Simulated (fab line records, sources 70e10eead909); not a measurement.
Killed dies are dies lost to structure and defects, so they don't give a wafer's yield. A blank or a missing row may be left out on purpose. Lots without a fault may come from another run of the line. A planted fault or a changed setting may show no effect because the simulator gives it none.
Which tool did it? | flow nand_harc | 10 lots, 28 wafers sampled, at 1 step of a route of 1159

WHAT THE GAUGES READ, wafer by wafer
NHARC_P_M2_THK_MEAS_24: measures by xrf.
lot  | measured     | on            | thk_nm (nm)
L460 | day 6 02:07  | film_metro-02 | 144.6 144.2 146.9
L461 | day 6 15:44  | film_metro-02 | 144.8 143.0 143.5
L462 | day 6 16:19  | film_metro-01 | 142.1 144.5 142.1
L465 | day 7 03:59  | film_metro-01 | 144.6 144.1 146.3
L467 | day 7 22:36  | film_metro-01 | 141.7
L477 | day 10 12:27 | film_metro-01 | 145.9 145.1 144.2
L481 | day 11 15:16 | film_metro-01 | 143.4 143.0 142.7
L480 | day 11 16:21 | film_metro-02 | 144.3 145.2 145.6
L483 | day 11 18:25 | film_metro-02 | 143.1 143.1 142.0
L482 | day 11 19:02 | film_metro-01 | 145.1 143.2 146.8

WHICH TOOL RAN EACH LOT (tool, then ch and the chambers of the sampled wafers, then the start)
The record holds no process step before these readings.

THE ANSWER, worked out from the rows above alone
Rule: what is usual is taken from the lots themselves. Put in order of their means at a reading, lots are off if they are a third of the lots or fewer, leave a main group of 4 or more, and stand apart from it by a gap of 3 or more times the standard deviation of the main group's means; of several such gaps the widest counts. A main group whose means are all the same, to the digits that the tables above print for the reading, isn't used. A lot without any number at a reading at which 4 lots or more have one is off too. The other lots that the step has rows for count as sound.
No lot is off at any reading shown: from this, nothing can be told.

WHAT THE SIMULATOR HAD PUT IN
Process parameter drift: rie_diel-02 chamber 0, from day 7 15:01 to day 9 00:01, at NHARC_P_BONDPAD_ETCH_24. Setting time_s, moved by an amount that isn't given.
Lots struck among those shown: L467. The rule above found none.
